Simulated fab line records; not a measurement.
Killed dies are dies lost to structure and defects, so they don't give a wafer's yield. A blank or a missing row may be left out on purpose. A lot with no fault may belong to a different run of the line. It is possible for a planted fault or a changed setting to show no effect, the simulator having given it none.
Split-lot trial -- flow n5-finfet -- 7 lots, 21 wafers read, on a route of 1938 steps

== THE SPLIT ==
At N5_BEOL_M14_DEP_53 (deposits SiCN from 3MS/NH3, target thk 50 nm, time 17.8 s), the setting time-s was moved away from the recipe's 17.8 s on 8 of the 21 wafers read, by -14.3% to +10.0%. This setting was run at the recipe's value on the other wafers.

The reading comes from the split's own step.

== THE READING ==
SiCN_of_BEOL_M14_DEP_53.thk-nm (the simulator's own value, which no gauge read), in nm, at N5_BEOL_M14_DEP_53 (deposits SiCN from 3MS/NH3, target thk 50 nm, time 17.8 s). No usual value for it is given in the file. Average 49.8 nm, standard deviation 0.58 nm, over the 13 wafers here run with the recipe.

wafer,"tool, chamber at the split","time-s as run, s",against the recipe,"SiCN_of_BEOL_M14_DEP_53.thk-nm, nm",against lot-mates on the recipe
L075.1,"pecvd-01, 1",17.8,recipe,48.6,-
L075.2,"pecvd-01, 0",17.8,recipe,50.2,-
L075.4,"pecvd-01, 2",17.8,recipe,49.6,-
L081.2,"pecvd-01, 2",17.8,recipe,49,-
L081.4,"pecvd-01, 0",17.8,recipe,50.8,-
L081.6,"pecvd-01, 2",17.8,recipe,49.6,-
L084.1,"pecvd-04, 2",17.8,recipe,49.8,-
L084.5,"pecvd-04, 0,1",19.58,+10.0%,55.4,+5.6
L084.6,"pecvd-04, 0,1",19.58,+10.0%,55.4,+5.6
L086.1,"pecvd-01, 0,1",17.8,recipe,49.6,-
L086.4,"pecvd-01, 0,1",17.8,recipe,49.6,-
L086.5,"pecvd-01, 0",15.46,-13.1%,44,-5.6
L090.1,"pecvd-03, 2",15.59,-12.4%,43.4,-6.7
L090.2,"pecvd-03, 1",17.8,recipe,49.8,-
L090.4,"pecvd-03, 1",17.8,recipe,50.4,-
L095.1,"pecvd-01, 2",17.8,recipe,50,-
L095.2,"pecvd-01, 0",15.26,-14.3%,43.2,-6.8
L095.3,"pecvd-01, 1",15.26,-14.3%,42.6,-7.4
L096.1,"pecvd-01, 0",19.11,+7.4%,53.4,+2.8
L096.2,"pecvd-01, 2",19.11,+7.4%,53.2,+2.6
L096.6,"pecvd-01, 0",17.8,recipe,50.6,-
The file does not say which wafer passed through which chamber wherever a row lists several chambers: such a row stands for several wafers.

FIT RESULTS
A straight line over all 21 wafers: SiCN_of_BEOL_M14_DEP_53.thk-nm changes by +0.497 nm for each +1% of time-s; r = +0.99; the points scatter about the line by 0.56 nm.
The same after taking each lot's own level away (the mean of its wafers on the recipe; 21 wafers): +0.49 nm for each +1%; r = +0.99; scatter 0.61 nm.
On that fit, the largest move of time-s shifts the reading by 7 nm.
The lots' own levels span 49.47 to 50.60 nm, that is 1.9 times the standard deviation above.
Consequently the slope shifts little with the lot-to-lot level, the two slopes agreeing.
Check: with one of the wafers moved furthest among these (-14.3%) left out of the fit, the line predicts -7.07 nm for it against its lot-mates. It came out at -6.8 nm against them.

== OTHER SPLITS APPLIED TO THESE WAFERS ==
Note: prior to the reading, these wafers also went through further splits. Each is held against what the fit with the lots' levels taken away leaves over:
other split on the same wafers,wafers away from the commonest value,r with SiCN_of_BEOL_M14_DEP_53.thk-nm (lot level and that fit taken away)
N5_BEOL_M13_COAT_04 spin-rpm,7,-0.16
N5_BEOL_M13_ETCH_68 time-s,8,+0.15
N5_BEOL_M14_SPUTTER_43 power-w,4,+0.18

== THE FILE'S OWN FIT ==
SiCN_of_BEOL_M14_DEP_53.thk-nm changes by +0.488 nm for each +1% of time-s, r = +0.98.
